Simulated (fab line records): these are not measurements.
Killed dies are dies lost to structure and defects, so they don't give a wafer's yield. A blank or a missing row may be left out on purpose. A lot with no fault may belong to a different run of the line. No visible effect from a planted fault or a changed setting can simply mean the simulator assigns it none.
Which tool was responsible?    flow nand harc    6 lots, 18 wafers sampled, at 5 steps of a route of 1302

WHAT THE GAUGES SHOWED, per wafer
NHARC_A_DECK1_JOINT_THK_MEAS_17: measures by ellipsometry.
lot   measured      on             thk nm (nm)
L966  day 14 02:13  film metro-02  44.7 47.3 45.9
L969  day 15 01:25  film metro-01  43.7 44.9 46.3
L971  day 15 23:07  film metro-01  46.1 44.5 46.1
L974  day 17 06:29  film metro-01  45.5 47.3 45.3
L979  day 19 14:06  film metro-01  44.4 43.9 45.4
L981  day 20 03:30  film metro-02  52.8 52.5 50.4

WHICH TOOL RAN EACH LOT (tool, then ch and the chambers of the sampled wafers, then the start)
lot   NHARC_A_CHANNEL_FILL_D1_ALD_25    NHARC_A_CHANNEL_FILL_D1_ETCHBACK_08            NHARC_A_CHANNEL_FILL_D1_CMP_10  NHARC_A_DECK1_JOINT_DEP_16
L966  ald hk-03 ch 0,2,3, day 11 18:49  rie diel-12 ch 0,1,3, day 12 08:45 or earlier  cmp-02 ch 0,1,2, day 12 08:45   pecvd-03 ch 1,2, day 14 01:58
L969  ald hk-04 ch 0,2,3, day 13 01:37  rie diel-12 ch 1,2,3, day 13 12:59 or earlier  cmp-03 ch 0,1,3, day 13 12:59   pecvd-03 ch 0,2, day 15 01:08
L971  ald hk-04 ch 1,2,3, day 14 02:38  rie diel-04 ch 0,2,3, day 14 12:41 or earlier  cmp-02 ch 0,1,3, day 14 12:41   pecvd-03 ch 0,1,2, day 15 22:50
L974  ald hk-02 ch 2,3, day 15 01:26    rie diel-04 ch 0,1,2, day 15 12:46 or earlier  cmp-02 ch 2,3, day 15 12:46     pecvd-02 ch 0,1,2, day 17 06:12
L979  ald hk-03 ch 1,2, day 17 06:17    rie diel-06 ch 1,2,3, day 17 21:22 or earlier  cmp-03 ch 0,1,3, day 17 21:22   pecvd-01 ch 0,2, day 19 13:50
L981  ald hk-04 ch 1,2,3, day 18 02:33  rie diel-06 ch 0,2,3, day 18 12:12 or earlier  cmp-03 ch 0,3, day 18 12:12     pecvd-03 ch 0,1,2, day 20 03:15
- NHARC_A_CHANNEL_FILL_D1_ALD_25: deposits SiOx, target thk 60 nm, pulse time 10 s, ald cycles 600.
- NHARC_A_CHANNEL_FILL_D1_ETCHBACK_08: etches the open film in C4F8, target depth 220 nm, time 110 s.
- NHARC_A_CHANNEL_FILL_D1_CMP_10: polishes, target thk 150 nm.
- NHARC_A_DECK1_JOINT_DEP_16: deposits SiO2, target thk 45 nm.

THE ANSWER, worked out from the rows above alone
Rule: usual is defined by the lots themselves. Put in order of their means at a reading, lots are off if they are a third of the lots or fewer, leave a main group of 4 or more, and stand apart from it by a gap of 3 or more times the standard deviation of the main group's means; of several such gaps the widest counts. If all means in a main group match to the digits the tables above print for the reading, that group is not used. Also off: a lot with no number at a reading for which 4 or more lots have one. Any other lot the step has rows for is counted as sound.
Off: L981, at NHARC_A_DECK1_JOINT_THK_MEAS_17 (thk nm). Main group: mean 45.4 nm, sd 0.57.
If a tool, at a process step before that reading, ran all the lots that are off and no sound lot after the first of them, it fits. Gauges at NHARC_A_DECK1_JOINT_THK_MEAS_17: tried the same way as those tools. NHARC_A_CHANNEL_FILL_D1_ETCHBACK_08 gives no start for some lots, so the hours and the order of its lots are those of NHARC_A_CHANNEL_FILL_D1_CMP_10. Can't be told from this: 5 tools fit, ald hk-04 at NHARC_A_CHANNEL_FILL_D1_ALD_25, rie diel-06 at NHARC_A_CHANNEL_FILL_D1_ETCHBACK_08, cmp-03 at NHARC_A_CHANNEL_FILL_D1_CMP_10, pecvd-03 at NHARC_A_DECK1_JOINT_DEP_16, film metro-02 at NHARC_A_DECK1_JOINT_THK_MEAS_17.

WHAT THE SIMULATOR HAD PUT IN
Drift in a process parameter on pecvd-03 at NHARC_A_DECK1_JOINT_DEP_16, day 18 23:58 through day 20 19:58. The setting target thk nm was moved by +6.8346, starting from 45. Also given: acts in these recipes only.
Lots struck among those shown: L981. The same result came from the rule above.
